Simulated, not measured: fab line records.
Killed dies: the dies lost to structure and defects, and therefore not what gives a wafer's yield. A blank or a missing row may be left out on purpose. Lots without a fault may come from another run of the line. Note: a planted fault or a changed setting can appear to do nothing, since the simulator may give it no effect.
The tool behind it: which one? | flow nand-harc | Sampling: 6 lots, 18 wafers, 5 of 1159 route steps

WHAT EACH GAUGE READ, for each wafer
NHARC_END_SORT_01.
lot  | measured     | on        | killed-short
L525 | day 19 19:04 | prober-02 | 3 0 1
L535 | day 22 04:53 | prober-01 | 6 5 4
L537 | day 22 14:40 | prober-01 | 2 3 0

EACH LOT AND THE TOOL THAT RAN IT (in order: tool; ch and the chambers of the sampled wafers; start)
lot  | NHARC_A_BONDPAD_DEP_00          | NHARC_THIN_TSV_ETCH_15           | NHARC_THIN_TSV_STRIP_45              | NHARC_THIN_TSV_ETCH_59
L525 | pecvd-03 ch 0,2, day 18 03:13   | rie-si-05 ch 0,3, day 18 23:52   | plasma-asher-02 ch 0,1, day 19 00:05 | rie-metal-03 ch 0,1, day 19 05:22
L526 | pecvd-02 ch 0,2, day 18 20:39   | rie-si-06 ch 0,1,3, day 19 17:31 | plasma-asher-02 ch 0,1, day 19 17:47 | rie-metal-02 ch 0,1, day 20 00:53
L529 | pecvd-01 ch 0,1,2, day 19 12:05 | rie-si-03 ch 0,1,2, day 20 05:20 | plasma-asher-02 ch 0,1, day 20 05:33 | rie-metal-03 ch 1, day 20 10:37
L535 | pecvd-01 ch 0,1, day 20 12:40   | rie-si-03 ch 0,3, day 21 09:32   | plasma-asher-01 ch 0,1, day 21 09:49 | rie-metal-03 ch 0,1, day 21 15:17
L537 | pecvd-02 ch 0,2, day 21 02:16   | rie-si-03 ch 2,3, day 21 23:02   | plasma-asher-02 ch 0,1, day 21 23:21 | rie-metal-02 ch 0,1, day 22 04:46
L544 | pecvd-01 ch 0,2, day 24 11:13   | rie-si-05 ch 0,1,2, day 25 04:27 | plasma-asher-02 ch 1, day 25 04:40   | rie-metal-02 ch 0,1, day 25 09:53
- NHARC_A_BONDPAD_DEP_00: deposits SiCN, target thk 250 nm.
- NHARC_THIN_TSV_ETCH_15: target depth 3000 nm, bosch target overetch cycles 2, bosch etch step 2.8 s.
- NHARC_THIN_TSV_STRIP_45: strips in O2.
- NHARC_THIN_TSV_ETCH_59: etches the open film in Cl2/BCl3, target depth 880 nm, time 138.1 s.

THE ANSWER, worked out from the rows above alone
Rule: the lots themselves supply what counts as usual. Put in order of their means at a reading, lots are off if they are a third of the lots or fewer, leave a main group of 4 or more, and stand apart from it by a gap of 3 or more times the standard deviation of the main group's means; of several such gaps the widest counts. The tables above print the reading to a certain number of digits; a main group whose means all agree to those digits is not used. A lot without any number at a reading at which 4 lots or more have one is off too. Any other lot the step has rows for is counted as sound.
No lot is off on any of the readings shown, so nothing can be concluded from this.

WHAT THE SIMULATOR PUT IN
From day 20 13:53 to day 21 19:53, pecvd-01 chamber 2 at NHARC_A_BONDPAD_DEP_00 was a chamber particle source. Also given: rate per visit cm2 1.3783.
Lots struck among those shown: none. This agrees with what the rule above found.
